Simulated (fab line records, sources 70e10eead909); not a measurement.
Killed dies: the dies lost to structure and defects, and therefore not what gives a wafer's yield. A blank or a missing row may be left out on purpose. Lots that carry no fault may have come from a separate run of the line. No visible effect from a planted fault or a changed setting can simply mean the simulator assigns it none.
fab line records / flow nandHarc
record lots=6 wafers=18 lastDay=25
route steps=1159 shown A_CONTACT@918 END@1159
lots untouched by any fault: they come from a run of this same line in which no faults occurred
startH: the number of hours between the record's first day and the start of the first shown wafer of the lot / waitH: hours from the lot's prior step to this one / " the same as in the row above / L1.1+2: a row that stands for several wafers / - value missing, or start not given / * or withheld: withheld / < > ~ a bound
route shown NAME@n: NAME is a module with steps in the file, n the number in the route of the first one / usual: mean/standard deviation of fault-free wafers / same: alike in all rows / chamber/n: place in a boat / sites: the reading at each site / _std_site: standard deviation across them / _edge_site: inner sites' mean taken away from outer sites' mean / radiusMm: for every site, how far away it sits from the centre of the wafer / mask NAME#n: copy n / behind: the tool/chamber that last shaped the wafer / hold: the reason the lot was held/the length of the hold in hours/how it ended / device: names the non-switching transistor (n, p or np) / end of line: tests of these same wafers at the route's end / a step with no rows: only its recipe / killed: not the wafer's yield, but the dies lost to structure and defects at the first sort / map: a wafer's dies, x killed, . not, _ none there
set.NAME: the setting as run; set.NAME@STEP: as run at that earlier step / model.NAME: the simulator's own value behind a step, which no gauge read
lots at some steps of the route; a table a step, a row a wafer
services: from which hour (startH, from the record's first day; less than 0 if before it) a tool's chamber was out of use, for how many hours, and why
## steps
# step NHARC_A_CONTACT_STRIP_104
# recipe cf4FlowSccm=100 chf3FlowSccm=30 arFlowSccm=0 biasW=0 chemistry=CF4/CHF3
# step NHARC_A_CONTACT_STRIP_105
# recipe o2FlowSccm=400 cosFlowSccm=20 arFlowSccm=0 biasW=0 chemistry=O2/COS
# step NHARC_A_CONTACT_ETCH_106
# recipe targetDepthA=600 overetchA=60 timeS=33 ionEnergyEv=100 cf4FlowSccm=80 o2FlowSccm=20 arFlowSccm=0 rfW=300 biasW=100 chemistry=CF4/O2
# usual drypumpMotorCurrentA=5.7/0.33 oes_o_777_au=0.999/0.0045 oesProductAu=1.002/0.013 rfVppV=197.8/1.2 showerheadPlenumPTorr=1.34/0.05 throttleValvePct=13.397/0.009
lot.wafer=L327.4 tool=rieDiel-13 chamber=1 startH=384.49 waitH=0.1 drypumpMotorCurrentA=5.6 oes_o_777_au=1.004 oesProductAu=0.979 rfHoursCounterH=20 rfVppV=199.4 showerheadPlenumPTorr=1.39 throttleValvePct=13.390
lot.wafer=L327.2 tool=rieDiel-13 chamber=2 startH=384.49 waitH=0.1 drypumpMotorCurrentA=5.8 oes_o_777_au=1.004 oesProductAu=1.012 rfHoursCounterH=23 rfVppV=198.2 showerheadPlenumPTorr=1.32 throttleValvePct=13.413
lot.wafer=L327.3 tool=rieDiel-13 chamber=3 startH=384.49 waitH=0.1 drypumpMotorCurrentA=5.9 oes_o_777_au=1.003 oesProductAu=0.988 rfHoursCounterH=23 rfVppV=197.1 showerheadPlenumPTorr=1.35 throttleValvePct=13.396
lot.wafer=L330.3 tool=rieDiel-01 chamber=3 startH=389.01 waitH=0.1 drypumpMotorCurrentA=6.6 oes_o_777_au=0.996 oesProductAu=1.001 rfHoursCounterH=27 rfVppV=199.0 showerheadPlenumPTorr=1.39 throttleValvePct=13.380
lot.wafer=L330.4 tool=rieDiel-01 chamber=0 startH=389.01 waitH=0.1 drypumpMotorCurrentA=5.8 oes_o_777_au=1.006 oesProductAu=1.001 rfHoursCounterH=27 rfVppV=198.6 showerheadPlenumPTorr=1.37 throttleValvePct=13.388
lot.wafer=L330.5 tool=rieDiel-01 chamber=1 startH=389.01 waitH=0.1 drypumpMotorCurrentA=5.0 oes_o_777_au=1.002 oesProductAu=1.031 rfHoursCounterH=- rfVppV=198.8 showerheadPlenumPTorr=1.30 throttleValvePct=13.398
lot.wafer=L338.3 tool=rieDiel-13 chamber=1 startH=473.71 waitH=0.1 drypumpMotorCurrentA=5.5 oes_o_777_au=0.995 oesProductAu=0.997 rfHoursCounterH=3 rfVppV=197.6 showerheadPlenumPTorr=1.39 throttleValvePct=13.412
lot.wafer=L338.1 tool=rieDiel-13 chamber=2 startH=473.71 waitH=0.1 drypumpMotorCurrentA=5.8 oes_o_777_au=1.001 oesProductAu=0.989 rfHoursCounterH=3 rfVppV=196.9 showerheadPlenumPTorr=1.32 throttleValvePct=13.400
lot.wafer=L338.4 tool=rieDiel-13 chamber=3 startH=473.71 waitH=0.1 drypumpMotorCurrentA=5.8 oes_o_777_au=1.007 oesProductAu=1.020 rfHoursCounterH=3 rfVppV=198.8 showerheadPlenumPTorr=1.34 throttleValvePct=13.410
lot.wafer=L342.4 tool=rieDiel-13 chamber=3 startH=489.00 waitH=0.1 drypumpMotorCurrentA=5.8 oes_o_777_au=0.995 oesProductAu=1.018 rfHoursCounterH=7 rfVppV=198.5 showerheadPlenumPTorr=1.34 throttleValvePct=13.381
lot.wafer=L342.1 tool=rieDiel-13 chamber=0 startH=489.00 waitH=0.1 drypumpMotorCurrentA=5.7 oes_o_777_au=0.997 oesProductAu=1.004 rfHoursCounterH=6 rfVppV=200.4 showerheadPlenumPTorr=1.44 throttleValvePct=13.380
lot.wafer=L342.2 tool=rieDiel-13 chamber=2 startH=489.00 waitH=0.1 drypumpMotorCurrentA=5.7 oes_o_777_au=0.995 oesProductAu=1.004 rfHoursCounterH=7 rfVppV=195.8 showerheadPlenumPTorr=1.32 throttleValvePct=13.405
lot.wafer=L346.2 tool=rieDiel-13 chamber=1 startH=508.81 waitH=0.1 drypumpMotorCurrentA=5.5 oes_o_777_au=0.995 oesProductAu=0.993 rfHoursCounterH=11 rfVppV=199.5 showerheadPlenumPTorr=1.39 throttleValvePct=13.386
lot.wafer=L346.5 tool=rieDiel-13 chamber=2 startH=508.81 waitH=0.1 drypumpMotorCurrentA=5.9 oes_o_777_au=0.998 oesProductAu=1.009 rfHoursCounterH=- rfVppV=197.0 showerheadPlenumPTorr=1.31 throttleValvePct=13.401
lot.wafer=L346.6 tool=rieDiel-13 chamber=3 startH=508.81 waitH=0.1 drypumpMotorCurrentA=5.9 oes_o_777_au=0.997 oesProductAu=1.012 rfHoursCounterH=- rfVppV=198.9 showerheadPlenumPTorr=1.34 throttleValvePct=13.417
lot.wafer=L350.2 tool=rieDiel-13 chamber=0 startH=531.51 waitH=0.1 drypumpMotorCurrentA=5.7 oes_o_777_au=1.002 oesProductAu=0.994 rfHoursCounterH=16 rfVppV=197.7 showerheadPlenumPTorr=1.44 throttleValvePct=13.392
lot.wafer=L350.6 tool=rieDiel-13 chamber=1 startH=531.51 waitH=0.1 drypumpMotorCurrentA=5.6 oes_o_777_au=1.002 oesProductAu=0.997 rfHoursCounterH=- rfVppV=199.2 showerheadPlenumPTorr=1.39 throttleValvePct=13.402
lot.wafer=L350.5 tool=rieDiel-13 chamber=2 startH=531.51 waitH=0.1 drypumpMotorCurrentA=5.8 oes_o_777_au=0.994 oesProductAu=1.006 rfHoursCounterH=- rfVppV=197.8 showerheadPlenumPTorr=1.31 throttleValvePct=13.409
# step NHARC_A_CONTACT_STRIP_82
# recipe o2FlowSccm=500 arFlowSccm=0 biasW=0 chemistry=O2
# usual drypumpMotorCurrentA=5.7/0.33 oesProductAu=1.001/0.013 rfVppV=57.8/0.94 showerheadPlenumPTorr=3.54/0.13 throttleValvePct=17.037/0.0086
lot.wafer=L327.3 tool=rieDiel-13 chamber=0 startH=- waitH=- drypumpMotorCurrentA=5.7 oesProductAu=0.993 rfHoursCounterH=23 rfVppV=57.3 showerheadPlenumPTorr=3.28 throttleValvePct=17.046
lot.wafer=L327.4 tool=rieDiel-13 chamber=1 startH=- waitH=- drypumpMotorCurrentA=5.6 oesProductAu=0.985 rfHoursCounterH=21 rfVppV=58.2 showerheadPlenumPTorr=3.68 throttleValvePct=17.038
lot.wafer=L327.2 tool=rieDiel-13 chamber=2 startH=- waitH=- drypumpMotorCurrentA=5.9 oesProductAu=1.013 rfHoursCounterH=23 rfVppV=57.7 showerheadPlenumPTorr=3.49 throttleValvePct=17.040
lot.wafer=L330.3 tool=rieDiel-01 chamber=0 startH=- waitH=- drypumpMotorCurrentA=5.9 oesProductAu=1.002 rfHoursCounterH=27 rfVppV=57.7 showerheadPlenumPTorr=3.62 throttleValvePct=17.053
lot.wafer=L330.4 tool=rieDiel-01 chamber=3 startH=- waitH=- drypumpMotorCurrentA=6.6 oesProductAu=0.991 rfHoursCounterH=27 rfVppV=58.8 showerheadPlenumPTorr=3.66 throttleValvePct=17.039
lot.wafer=L330.5 tool=rieDiel-01 chamber=1 startH=- waitH=- drypumpMotorCurrentA=5.0 oesProductAu=1.025 rfHoursCounterH=- rfVppV=57.7 showerheadPlenumPTorr=3.43 throttleValvePct=17.042
lot.wafer=L338.1 tool=rieDiel-13 chamber=0 startH=- waitH=- drypumpMotorCurrentA=5.7 oesProductAu=0.998 rfHoursCounterH=2 rfVppV=59.0 showerheadPlenumPTorr=3.81 throttleValvePct=17.028
lot.wafer=L338.4 tool=rieDiel-13 chamber=1 startH=- waitH=- drypumpMotorCurrentA=5.6 oesProductAu=0.986 rfHoursCounterH=3 rfVppV=59.0 showerheadPlenumPTorr=3.67 throttleValvePct=17.034
lot.wafer=L338.3 tool=rieDiel-13 chamber=2 startH=- waitH=- drypumpMotorCurrentA=5.8 oesProductAu=0.994 rfHoursCounterH=3 rfVppV=57.7 showerheadPlenumPTorr=3.48 throttleValvePct=17.052
lot.wafer=L342.1 tool=rieDiel-13 chamber=1 startH=- waitH=- drypumpMotorCurrentA=5.5 oesProductAu=0.976 rfHoursCounterH=5 rfVppV=58.6 showerheadPlenumPTorr=3.67 throttleValvePct=17.054
lot.wafer=L342.2 tool=rieDiel-13 chamber=2 startH=- waitH=- drypumpMotorCurrentA=5.9 oesProductAu=1.002 rfHoursCounterH=7 rfVppV=57.7 showerheadPlenumPTorr=3.48 throttleValvePct=17.028
lot.wafer=L342.4 tool=rieDiel-13 chamber=3 startH=- waitH=- drypumpMotorCurrentA=5.8 oesProductAu=1.011 rfHoursCounterH=7 rfVppV=58.3 showerheadPlenumPTorr=3.55 throttleValvePct=17.035
lot.wafer=L346.2 tool=rieDiel-13 chamber=2 startH=- waitH=- drypumpMotorCurrentA=5.8 oesProductAu=1.012 rfHoursCounterH=12 rfVppV=57.9 showerheadPlenumPTorr=3.48 throttleValvePct=17.049
lot.wafer=L346.5 tool=rieDiel-13 chamber=2 startH=- waitH=- drypumpMotorCurrentA=5.8 oesProductAu=1.014 rfHoursCounterH=- rfVppV=58.2 showerheadPlenumPTorr=3.48 throttleValvePct=17.050
lot.wafer=L346.6 tool=rieDiel-13 chamber=3 startH=- waitH=- drypumpMotorCurrentA=5.9 oesProductAu=1.022 rfHoursCounterH=- rfVppV=58.8 showerheadPlenumPTorr=3.54 throttleValvePct=17.036
lot.wafer=L350.2 tool=rieDiel-13 chamber=2 startH=- waitH=- drypumpMotorCurrentA=5.8 oesProductAu=0.997 rfHoursCounterH=17 rfVppV=58.2 showerheadPlenumPTorr=3.47 throttleValvePct=17.047
lot.wafer=L350.6 tool=rieDiel-13 chamber=2 startH=- waitH=- drypumpMotorCurrentA=5.8 oesProductAu=1.003 rfHoursCounterH=- rfVppV=57.9 showerheadPlenumPTorr=3.47 throttleValvePct=17.020
lot.wafer=L350.5 tool=rieDiel-13 chamber=3 startH=- waitH=- drypumpMotorCurrentA=5.9 oesProductAu=1.008 rfHoursCounterH=- rfVppV=57.3 showerheadPlenumPTorr=3.54 throttleValvePct=17.034
# step NHARC_A_CONTACT_STRIP_83
# recipe timeS=600 tempC=30 chemistry=postEtchResidueRemover
# step NHARC_A_CONTACT_DEP_84
# recipe targetThkA=20000 tempC=400 material=aC
# usual throttleValvePct=35.000/0.0088
lot.wafer=L327.2 tool=aclDep-02 chamber=0 startH=385.35 waitH=- throttleValvePct=35.004
lot.wafer=L327.3 tool=aclDep-02 chamber=0 startH=385.35 waitH=- throttleValvePct=34.994
lot.wafer=L327.4 tool=aclDep-02 chamber=0 startH=385.35 waitH=- throttleValvePct=34.998
lot.wafer=L330.3 tool=aclDep-01 chamber=0 startH=390.09 waitH=- throttleValvePct=35.003
lot.wafer=L330.4 tool=aclDep-01 chamber=0 startH=390.09 waitH=- throttleValvePct=35.000
lot.wafer=L330.5 tool=aclDep-01 chamber=0 startH=390.09 waitH=- throttleValvePct=34.992
lot.wafer=L338.1 tool=aclDep-03 chamber=0 startH=475.81 waitH=- throttleValvePct=34.994
lot.wafer=L338.3 tool=aclDep-03 chamber=0 startH=475.81 waitH=- throttleValvePct=35.013
lot.wafer=L338.4 tool=aclDep-03 chamber=0 startH=475.81 waitH=- throttleValvePct=35.003
lot.wafer=L342.1 tool=aclDep-01 chamber=0 startH=492.30 waitH=- throttleValvePct=35.013
lot.wafer=L342.2 tool=aclDep-01 chamber=0 startH=492.30 waitH=- throttleValvePct=34.994
lot.wafer=L342.4 tool=aclDep-01 chamber=0 startH=492.30 waitH=- throttleValvePct=34.997
lot.wafer=L346.2 tool=aclDep-01 chamber=0 startH=509.66 waitH=- throttleValvePct=35.004
lot.wafer=L346.5 tool=aclDep-01 chamber=0 startH=509.66 waitH=- throttleValvePct=34.997
lot.wafer=L346.6 tool=aclDep-01 chamber=0 startH=509.66 waitH=- throttleValvePct=35.001
lot.wafer=L350.2 tool=aclDep-02 chamber=0 startH=532.48 waitH=- throttleValvePct=34.998
lot.wafer=L350.5 tool=aclDep-02 chamber=0 startH=532.48 waitH=- throttleValvePct=34.997
lot.wafer=L350.6 tool=aclDep-02 chamber=0 startH=532.48 waitH=- throttleValvePct=35.010
# step NHARC_A_CONTACT_DEP_85
# recipe targetThkA=500 targetThkNm=50 tempC=400 pressureTorr=3.5 flowSccm=200 rfW=350 material=SiON
# usual heaterPowerW=730/83
lot.wafer=L327.3 tool=pecvd-03 chamber=2 startH=386.44 waitH=0.7 heaterPowerW=851
lot.wafer=L327.2 tool=pecvd-03 chamber=0 startH=386.44 waitH=0.7 heaterPowerW=603
lot.wafer=L327.4 tool=pecvd-03 chamber=0 startH=386.44 waitH=0.7 heaterPowerW=606
lot.wafer=L330.3 tool=pecvd-03 chamber=0 startH=390.98 waitH=0.7 heaterPowerW=628
lot.wafer=L330.4 tool=pecvd-03 chamber=2 startH=390.98 waitH=0.7 heaterPowerW=779
lot.wafer=L330.5 tool=pecvd-03 chamber=1 startH=390.98 waitH=0.7 heaterPowerW=752
lot.wafer=L338.1 tool=pecvd-04 chamber=2 startH=477.10 waitH=1.1 heaterPowerW=832
lot.wafer=L338.3 tool=pecvd-04 chamber=0 startH=477.10 waitH=1.1 heaterPowerW=767
lot.wafer=L338.4 tool=pecvd-04 chamber=1 startH=477.10 waitH=1.1 heaterPowerW=588
lot.wafer=L342.2 tool=pecvd-01 chamber=0 startH=493.62 waitH=0.9 heaterPowerW=738
lot.wafer=L342.1 tool=pecvd-01 chamber=1 startH=493.62 waitH=0.9 heaterPowerW=743
lot.wafer=L342.4 tool=pecvd-01 chamber=1 startH=493.62 waitH=0.9 heaterPowerW=749
lot.wafer=L346.2 tool=pecvd-04 chamber=2 startH=510.73 waitH=0.9 heaterPowerW=852
lot.wafer=L346.5 tool=pecvd-04 chamber=0 startH=510.73 waitH=0.9 heaterPowerW=764
lot.wafer=L346.6 tool=pecvd-04 chamber=1 startH=510.73 waitH=0.9 heaterPowerW=692
lot.wafer=L350.2 tool=pecvd-04 chamber=0 startH=533.53 waitH=0.8 heaterPowerW=774
lot.wafer=L350.6 tool=pecvd-04 chamber=0 startH=533.53 waitH=0.8 heaterPowerW=762
lot.wafer=L350.5 tool=pecvd-04 chamber=1 startH=533.53 waitH=0.8 heaterPowerW=588
# step NHARC_A_CONTACT_DEHYDRATE_00
# recipe tempC=150 timeS=120
# step NHARC_A_CONTACT_HMDS_01
# recipe timeS=30
# step NHARC_A_CONTACT_COAT_86
# recipe tempC=260 timeS=75
# step NHARC_A_CONTACT_COAT_87
# recipe tempC=225 timeS=65
# step NHARC_A_CONTACT_COAT_02
# recipe spinRpm=1500 resistThkNm=90
# step NHARC_A_CONTACT_SOFTBAKE_03
# recipe tempC=105 timeS=55
# usual heaterPowerTotalW=188.44/0.13
lot.wafer=L327.2 tool=lithoTrack-04 chamber=0 startH=386 waitH=- heaterPowerTotalW=188.29
lot.wafer=L327.3 tool=lithoTrack-04 chamber=0 startH=386 waitH=- heaterPowerTotalW=188.62
lot.wafer=L327.4 tool=lithoTrack-04 chamber=0 startH=386 waitH=- heaterPowerTotalW=188.46
lot.wafer=L330.3 tool=lithoTrack-06 chamber=0 startH=391 waitH=- heaterPowerTotalW=188.78
lot.wafer=L330.4 tool=lithoTrack-06 chamber=0 startH=391 waitH=- heaterPowerTotalW=188.33
lot.wafer=L330.5 tool=lithoTrack-06 chamber=0 startH=391 waitH=- heaterPowerTotalW=188.31
lot.wafer=L338.1 tool=lithoTrack-06 chamber=0 startH=477 waitH=- heaterPowerTotalW=185.44
lot.wafer=L338.3 tool=lithoTrack-06 chamber=0 startH=477 waitH=- heaterPowerTotalW=185.44
lot.wafer=L338.4 tool=lithoTrack-06 chamber=0 startH=477 waitH=- heaterPowerTotalW=185.46
lot.wafer=L342.1 tool=lithoTrack-06 chamber=0 startH=493 waitH=- heaterPowerTotalW=185.57
lot.wafer=L342.2 tool=lithoTrack-06 chamber=0 startH=493 waitH=- heaterPowerTotalW=185.50
lot.wafer=L342.4 tool=lithoTrack-06 chamber=0 startH=493 waitH=- heaterPowerTotalW=185.51
lot.wafer=L346.2 tool=lithoTrack-01 chamber=0 startH=511 waitH=- heaterPowerTotalW=188.47
lot.wafer=L346.5 tool=lithoTrack-01 chamber=0 startH=511 waitH=- heaterPowerTotalW=188.48
lot.wafer=L346.6 tool=lithoTrack-01 chamber=0 startH=511 waitH=- heaterPowerTotalW=188.31
lot.wafer=L350.2 tool=lithoTrack-01 chamber=0 startH=533 waitH=- heaterPowerTotalW=188.33
lot.wafer=L350.5 tool=lithoTrack-01 chamber=0 startH=533 waitH=- heaterPowerTotalW=188.38
lot.wafer=L350.6 tool=lithoTrack-01 chamber=0 startH=533 waitH=- heaterPowerTotalW=188.39
# step NHARC_A_CONTACT_EBR_04
# step NHARC_END_SORT_01
# recipe tempC=25
# usual killedAtArray=29/10 killedAtOther=0.7/1.1 killedAtPeriphery=3.3/2.4 killedDies=33/11 killedOpen=3.3/2 killedShort=1.9/1.3
# same grossDies=677
lot.wafer=L327.2 tool=prober-02 chamber=0 startH=446.30 waitH=2.8 killedAtArray=20 killedAtOther=0 killedAtPeriphery=6 killedDies=26 killedOpen=6 killedShort=1
lot.wafer=L327.3 tool=prober-02 chamber=0 startH=447.10 waitH=3.1 killedAtArray=25 killedAtOther=0 killedAtPeriphery=5 killedDies=30 killedOpen=4 killedShort=2
lot.wafer=L327.4 tool=prober-02 chamber=0 startH=447.89 waitH=3.4 killedAtArray=19 killedAtOther=1 killedAtPeriphery=5 killedDies=25 killedOpen=3 killedShort=2
lot.wafer=L338.1 tool=prober-01 chamber=0 startH=549.56 waitH=2.5 killedAtArray=35 killedAtOther=0 killedAtPeriphery=4 killedDies=39 killedOpen=6 killedShort=2
lot.wafer=L338.3 tool=prober-01 chamber=0 startH=551.17 waitH=3.1 killedAtArray=37 killedAtOther=1 killedAtPeriphery=3 killedDies=41 killedOpen=2 killedShort=3
lot.wafer=L338.4 tool=prober-01 chamber=0 startH=551.97 waitH=3.4 killedAtArray=35 killedAtOther=5 killedAtPeriphery=5 killedDies=45 killedOpen=2 killedShort=0
# killed by level:class
L327.2 A_SLIT:chamberFilmFlake=8 A_CHANNEL_HOLE_D1:chamberFilmFlake=3 A_CONTACT:geometricParticle:open=2 P_ZERO_WELL:chamberFilmFlake=2 P_BONDPAD:chamberFilmFlake=2 P_CONTACT:geometricParticle:open=1 P_M2:geometricParticle:open=1 A_CHANNEL_FILL_D1:geometricParticle:open=1
L327.3 A_SLIT:chamberFilmFlake=10 A_STAIRCASE:chamberFilmFlake=4 A_CONTACT:geometricParticle:open=3 P_ZERO_WELL:chamberFilmFlake=3 A_ZERO_WELL:chamberFilmFlake=3 A_CHANNEL_HOLE_D1:chamberFilmFlake=2 P_CONTACT:geometricParticle:short=1 A_CHANNEL_FILL_D1:geometricParticle:short=1
L327.4 A_SLIT:chamberFilmFlake=8 P_ZERO_WELL:chamberFilmFlake=3 A_CHANNEL_FILL_D1:geometricParticle:short=2 A_ZERO_WELL:chamberFilmFlake=2 A_CHANNEL_FILL_D1:geometricParticle:open=1 A_SGD_CUT:geometricParticle:open=1 P_CONTACT:chamberFilmFlake=1 P_BONDPAD:chamberFilmFlake=1
L338.1 A_CHANNEL_HOLE_D1:chamberFilmFlake=13 A_SLIT:chamberFilmFlake=13 A_ONON_D1:geometricParticle:open=3 A_WL_FILL:geometricParticle:short=2 P_M0:geometricParticle:open=1 A_CHANNEL_FILL_D1:geometricParticle:open=1 A_M1:geometricParticle:open=1 P_STI:chamberFilmFlake=1
L338.3 A_SLIT:chamberFilmFlake=19 A_CHANNEL_HOLE_D1:chamberFilmFlake=11 A_M1:geometricParticle:short=2 A_CONTACT:chamberFilmFlake=2 P_M0:geometricParticle:open=1 A_CHANNEL_FILL_D1:geometricParticle:short=1 A_CHANNEL_FILL_D1:geometricParticle:open=1 P_GATE:chamberFilmFlake=1
L338.4 A_CHANNEL_HOLE_D1:chamberFilmFlake=13 A_SLIT:chamberFilmFlake=11 A_CONTACT:chamberFilmFlake=9 THIN_TSV:chamberFilmFlake=5 P_M1:chamberFilmFlake=2 P_CONTACT:geometricParticle:open=1 A_CONTACT:geometricParticle:open=1 P_GATE:chamberFilmFlake=1
## services
tool=pecvd-03 chamber=- startH=374.67 hours=0.6 kind=repair
tool=pecvd-04 chamber=- startH=376.11 hours=13.0 kind=pm
tool=rieDiel-13 chamber=1 startH=390.38 hours=7.0 kind=repair
tool=rieDiel-01 chamber=0 startH=397.52 hours=9.4 kind=repair
tool=aclDep-03 chamber=- startH=408.31 hours=13.0 kind=pm
tool=pecvd-03 chamber=2 startH=412.33 hours=5.0 kind=repair
tool=pecvd-01 chamber=- startH=418.04 hours=13.0 kind=pm
tool=rieDiel-01 chamber=2 startH=436.81 hours=3.8 kind=repair
tool=pecvd-04 chamber=- startH=438.58 hours=0.4 kind=repair
tool=rieDiel-01 chamber=3 startH=442.06 hours=2.8 kind=repair
tool=lithoTrack-01 chamber=- startH=443.01 hours=7.0 kind=pm
tool=rieDiel-13 chamber=1 startH=443.64 hours=8.4 kind=repair
tool=pecvd-03 chamber=- startH=444.02 hours=0.9 kind=repair
tool=rieDiel-13 chamber=- startH=453.03 hours=9.0 kind=pm
tool=pecvd-04 chamber=- startH=458.26 hours=2.2 kind=repair
tool=lithoTrack-06 chamber=- startH=467.00 hours=7.0 kind=pm
tool=rieDiel-01 chamber=- startH=471.56 hours=2.4 kind=repair
tool=pecvd-03 chamber=- startH=473.15 hours=13.0 kind=pm
tool=aclDep-01 chamber=- startH=475.03 hours=13.0 kind=pm
tool=rieDiel-01 chamber=3 startH=487.87 hours=8.2 kind=repair
tool=lithoTrack-04 chamber=- startH=491.00 hours=7.0 kind=pm
tool=rieDiel-01 chamber=- startH=491.80 hours=9.0 kind=pm
tool=pecvd-03 chamber=- startH=499.13 hours=4.5 kind=repair
tool=aclDep-02 chamber=- startH=533.51 hours=13.0 kind=pm
## key
firstSign step=NHARC_A_CONTACT_SOFTBAKE_03 reading=heaterPowerTotalW direction=down sigmas=23 usual=* struck=*
effect none on later readings
metAt NHARC_A_CONTACT_SOFTBAKE_03
struckWafers L338.1,L338.3,L338.4,L342.1,L342.2,L342.4
testerLeftOut L338,L342
onsetBetween 391 477
fault kind=processParameterDrift tool=lithoTrack-06 chamber=- onsetH=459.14 steps=NHARC_A_CONTACT_SOFTBAKE_03 channel=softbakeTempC offset=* shape=step endH=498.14 actsIn=* stated=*
# testerLeftOut: of these lots the tester's yield and bins aren't shown, on N5 and GAA mostly nor the transistor test; their killed dies are dies lost to structure and defects alone, not to doping, threshold or leakage, so they don't give the yield
